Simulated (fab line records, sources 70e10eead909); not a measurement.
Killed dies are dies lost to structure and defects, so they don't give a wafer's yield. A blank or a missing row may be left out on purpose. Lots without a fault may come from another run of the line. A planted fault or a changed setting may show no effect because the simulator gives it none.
One fault seen from 2 desks | flow nand_harc | each desk has only its own numbers; what lay behind them comes last

THE TOOL OWNER'S DESK: ald_metal-03
The tool's own readings at NHARC_A_WL_FILL_ALD_02 (deposits TiN, target thk 2 nm, pulse time 3 s, ald cycles 100): means of the sampled wafers that have a number, for each lot that ran on this tool. A lot is out of limits, marked OUT, if its mean lies more than 4 standard deviations from the usual mean; the brackets give that distance.
Columns: A = heater_power_w at NHARC_A_WL_FILL_ALD_02, usual 1099 W; B = precursor_pulse_height_rel at NHARC_A_WL_FILL_ALD_02, usual 1.001
lot  | first seen here | A    | B
L927 | day 21 12:19    | 1104 | 1.000
L930 | day 22 04:57    | 1126 | 0.994
L933 | day 22 23:27    | 1093 | 1.000
L936 | day 24 09:58    | 1191 | 0.990
L947 | day 28 05:24    | 1044 | 0.983
L946 | day 28 09:11    | 1183 | 0.985
This desk's finding: nothing out of limits on any of the 6 lots.

THE DEFECT DESK
What the inspections along the route counted, lot by lot: means of the sampled wafers that have a number. A lot is out of limits, marked OUT, if its mean lies more than 4 standard deviations from the usual mean; the brackets give that distance.
Columns: A = raw_defect_count at NHARC_A_SLIT_INSPECT_11, usual 49
lot  | first seen here | A
L928 | day 20 22:16    | 14
L927 | day 20 22:25    | 116
L929 | day 21 06:52    | 63
L930 | day 21 15:26    | 72
L931 | day 21 19:11    | 27
L933 | day 22 07:59    | 118
L932 | day 22 08:11    | 22
L934 | day 22 21:57    | 70
L935 | day 23 10:04    | 76
L936 | day 23 20:26    | 35
L947 | day 27 15:48    | 29
L946 | day 27 16:13    | 72
This desk's finding: nothing out of limits on any of the 12 lots.

PUT TOGETHER
The tool owner's desk saw nothing out of limits.
The defect desk saw nothing out of limits.

WHAT THE SIMULATOR HAD PUT IN
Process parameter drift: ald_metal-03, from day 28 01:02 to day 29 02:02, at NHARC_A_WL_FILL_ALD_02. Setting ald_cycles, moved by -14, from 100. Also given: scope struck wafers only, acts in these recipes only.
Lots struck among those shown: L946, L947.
